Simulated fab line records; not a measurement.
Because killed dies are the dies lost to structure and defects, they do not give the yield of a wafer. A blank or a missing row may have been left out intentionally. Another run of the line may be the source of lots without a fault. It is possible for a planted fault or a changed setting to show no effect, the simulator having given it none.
Struck lot and sound lot, side by side    flow n5Finfet    37 steps out of a route of 1938
Sound: the wafers L230.1, L230.3, L230.4. Wafers L217.1, L217.2, L217.5 were the ones struck. At the end, the cause is stated.
Order at every step that has rows: each side's tool, ch and its chambers, its first start. Under that, the readings that differ: sound wafers    struck wafers    difference of the means    sigmas: that difference in standard deviations of wafers without a fault.
alike: words and numbers the same on both sides, and readings whose means are apart by under 2 such deviations; not compared: readings that were withheld, readings missing a value for some wafer, numbers with overlapping values and no deviation given by the record, and bounds like >300 which may hide the same value.
Wherever a step has rows on one side only, a row that says differs or no value, or a row with sigmas, the two part there. Non-overlapping numbers with no deviation appear without sigmas and do not part them. A reading missing from all wafers of one side parts the sides only when that side holds two or more wafers.

first, 9 steps without rows for these wafers: N5_BEOL_M4_ANNEAL_95 (time 240 s); N5_BEOL_M4_SPUTTER_96 (material Cu, target thk 4.5 nm, time 8.29 s); N5_BEOL_M4_ECD_50 (material Cu, target thk 300 nm); N5_BEOL_M4_ANNEAL_51 (time 90 s); N5_BEOL_M4_CMP_52 (polishes, stops on SiOC, t overpolish 6.8 s, target thk 40 nm); N5_BEOL_M4_PRE_CLEAN_60 (time 15 s); N5_BEOL_M4_CO_CAP_55 (material Co, precursor CCTBA/H2, target thk 2 nm, time 102.1 s); N5_BEOL_M4_PRE_CLEAN_56 (time 15 s); N5_BEOL_M4_DEP_57 (deposits SiCN from 3MS/NH3, target thk 8 nm, time 14 s).
N5_BEOL_M4_RC_MEAS_101:
  sound on prober-01 ch 0, day 15 08:10; struck on prober-01 ch 0, day 12 08:56
  alike: DIBL_N, DIBL_P, IOFF_N, IOFF_P, ION_N, ION_P, SS_N, SS_P, VT_N, VT_P
then, 24 steps without rows for these wafers: N5_BEOL_M5_ILD_DEP_00 (deposits SiCOH lowk from DEMS/porogen, target thk 140.64 nm, time 25.9 s); N5_BEOL_M5_CURE_79 (cures SiCOH lowk, time 240 s); N5_BEOL_M5_PECVD_70 (deposits SiO2 from TEOS/O2, target thk 16 nm, time 18 s); N5_BEOL_M5_HM_DEP_02 (deposits TiN, target thk 20 nm); N5_BEOL_M5_COAT_59 (time 60 s, resist thk 60 nm); N5_BEOL_M5_COAT_60 (time 60 s, resist thk 12 nm); N5_BEOL_M5_COAT_71 (time 60 s, resist thk 5 nm); N5_BEOL_M5_COAT_05 (resist thk 30 nm); N5_BEOL_M5_EBR_07; N5_BEOL_M5_SOFTBAKE_06 (time 60 s); N5_BEOL_M5_EXPOSE_08 (exposes mask M5, target cd 28 nm); N5_BEOL_M5_PEB_09 (peb time 60 s); N5_BEOL_M5_DEVELOP_10 (develop time 30 s); N5_BEOL_M5_DESCUM_16 (chemistry O2, time 7 s); N5_BEOL_M5_ETCH_72 (etches underlayer in N2/H2, target depth 6.5 nm, time 5.2 s); N5_BEOL_M5_ETCH_61 (etches SiARC in CF4, target depth 15.6 nm, time 26 s); N5_BEOL_M5_ETCH_62 (etches SOC in N2/H2, target depth 75 nm, overetch 15 nm, time 112.5 s); N5_BEOL_M5_STRIP_63 (strips in N2/H2); N5_BEOL_M5_STRIP_73 (strips in N2/H2); N5_BEOL_M5_STRIP_64 (strips in CF4); N5_BEOL_M5_HM_OPEN_17 (chemistry Cl2/BCl3, target TiN, target depth 20 nm, overetch 6 nm); N5_BEOL_M5_STRIP_19 (strips in O2); N5_BEOL_M5_COAT_65 (time 60 s, resist thk 60 nm); N5_BEOL_M5_COAT_66 (time 60 s, resist thk 12 nm).
N5_BEOL_M5_ETCH_68: etches SOC in N2/H2, target depth 80 nm, overetch 16 nm, time 120 s.
  sound on rieDiel-02 ch 1,2,3, day 15 15:10; struck on rieDiel-06 ch 1,2, day 12 16:23
  no value came back on the struck wafers for any of 8 readings (biasW (W), chamberPressureMTorr (mTorr) and others); on the sound wafers biasW (W) reads 150.4 150.2 149.4
reading                                         sound        struck      difference  sigmas
model.CAR-EUV_of_BEOL_M5_COAT_22.thkNm (nm)     0 0 0        11 11.2 11  +11         
model.SiARC_of_BEOL_M5_COAT_66.thkNm (nm)       6.2 6.4 6.2  12 12 12    +6          
model.underlayer_of_BEOL_M5_COAT_74.thkNm (nm)  0 0 0        5 5 5       +5          
  not compared: rfHoursCounterH
N5_BEOL_M5_VIA_ETCH_34: etches SiCOH lowk in C4F6/O2, target depth 88.3 nm, time 39.2 s.
  sound on rieDiel-02 ch 1,2,3, day 15 15:16; struck on rieDiel-06 ch 1,2, day 12 16:29
reading              sound           struck          difference  sigmas
oesProductAu (a.u.)  0.75 0.82 0.82  0.28 0.33 0.28  -0.50       -6
  alike: C4F6_flow_sccm, O2_flow_sccm, drypumpMotorCurrentA, rfVppV, showerheadPlenumPTorr, throttleValvePct
  not compared: rfHoursCounterH
-- record jumps: 4 days separate the struck wafers' starts on either side; left off in module BEOL_M5, taken up again in module PASSIVATION, whose first shown step is the route's number 1936 --
N5_PASSIVATION_PROBE_49:
  sound: prober-01 at day 19 19:29; struck: prober-02 at day 16 21:35
reading                  sound           struck          difference  sigmas
defectLimitedYield (%)   93.6 91.9 93.2  0 0 0           -93         -66
killed_at_M4_up          14 13 13        1091 1078 1109  +1079       +99 or more
killedDies               75 95 80        1180 1180 1180  +1097       +65
killedOnRim              8 10 10         152 152 152     +143        +36
sort_bin_5_function (%)  3.5 4.4 4.4     95.9 95.9 97.2  +92.2       +95
sortNPass                1105 1085 1100  0 0 0           -1097       -65
sortYieldPct (%)         93.6 91.9 93.2  0 0 0           -93         -66
  alike: killed_at_M0_to_M3, killedAtContacts, killedAtFrontEnd, killedAtOther, killedOpen, killedShort, sort_bin_6_memory

## WHERE THEY PART
First at N5_BEOL_M5_ETCH_68; last, within this record, at N5_PASSIVATION_PROBE_49.

WHY: what the simulator had put in
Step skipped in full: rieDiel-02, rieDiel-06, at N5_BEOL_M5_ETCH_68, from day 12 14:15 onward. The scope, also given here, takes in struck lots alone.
